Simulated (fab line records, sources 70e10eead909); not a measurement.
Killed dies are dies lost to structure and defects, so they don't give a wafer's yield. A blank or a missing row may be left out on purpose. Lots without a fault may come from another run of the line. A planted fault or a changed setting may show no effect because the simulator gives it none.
Chamber matching | flow nand_harc | NHARC_P_GATE_DEP_103 on pecvd-02: 3 sister chambers
The step deposits SiON, target thk 30 nm. 14 wafers are shown with their chamber, then 7 later ones without.

WAFERS WITH THEIR CHAMBER
wafer  | chamber | heater_power_w (W) | heater_power_outer_w (W)
L256.3 | 1       | 854                | 512
L256.4 | 2       | 648                | 359
L256.6 | 0       | 700                | 439
L261.1 | 0       | 718                | 443
L261.4 | 1       | 755                | 409
L261.5 | 0       | 707                | 446
L263.1 | 0       | 784                | 489
L263.3 | 2       | 608                | 352
L263.6 | 1       | 839                | 498
L266.4 | 2       | 576                | 328
L266.5 | 0       | 788                | 500
L266.6 | 1       | 774                | 445
L264.1 | 0       | 766                | 470
L264.3 | 1       | 842                | 495

SIGNATURES (means of the wafers above)
reading              | chamber 0 | chamber 1 | chamber 2 | scatter within a chamber
heater_power_w       | 743.83    | 812.80    | 610.67    | 41.2
heater_power_outer_w | 464.50    | 471.80    | 346.33    | 32.2
Rule: a wafer's distance from a chamber is the root of the sum, over the readings, of the square of ((its reading less the chamber's mean) divided by the reading's scatter). The wafer belongs to the nearest chamber; if the next one is less than 2 further off, it can't be placed. The scatter: the root of (the sum of the squares of (reading less its chamber's mean) over the shown wafers, divided by (wafers less chambers)).

WAFERS WITHOUT THEIR CHAMBER
wafer  | heater_power_w (W) | heater_power_outer_w (W)
L264.4 | 843                | 494
L271.1 | 620                | 367
L271.2 | 705                | 393
L271.3 | 706                | 427
L270.2 | 651                | 381
L270.4 | 788                | 486
L270.6 | 712                | 396

WHICH CHAMBER EACH WENT THROUGH
wafer  | from the rows above          | in truth
L264.4 | can't be placed: 1 or 0      | 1
L271.1 | 2                            | 2
L271.2 | can't be placed: 0 or 2 or 1 | 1
L271.3 | can't be placed: 0 or 1 or 2 | 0
L270.2 | can't be placed: 2 or 0      | 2
L270.4 | can't be placed: 1 or 0      | 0
L270.6 | can't be placed: 0 or 2 or 1 | 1
Placed correctly: 1 of 7. Can't be placed from these rows: 6 (the true chamber is among the candidates in 6). Placed wrongly: 0.
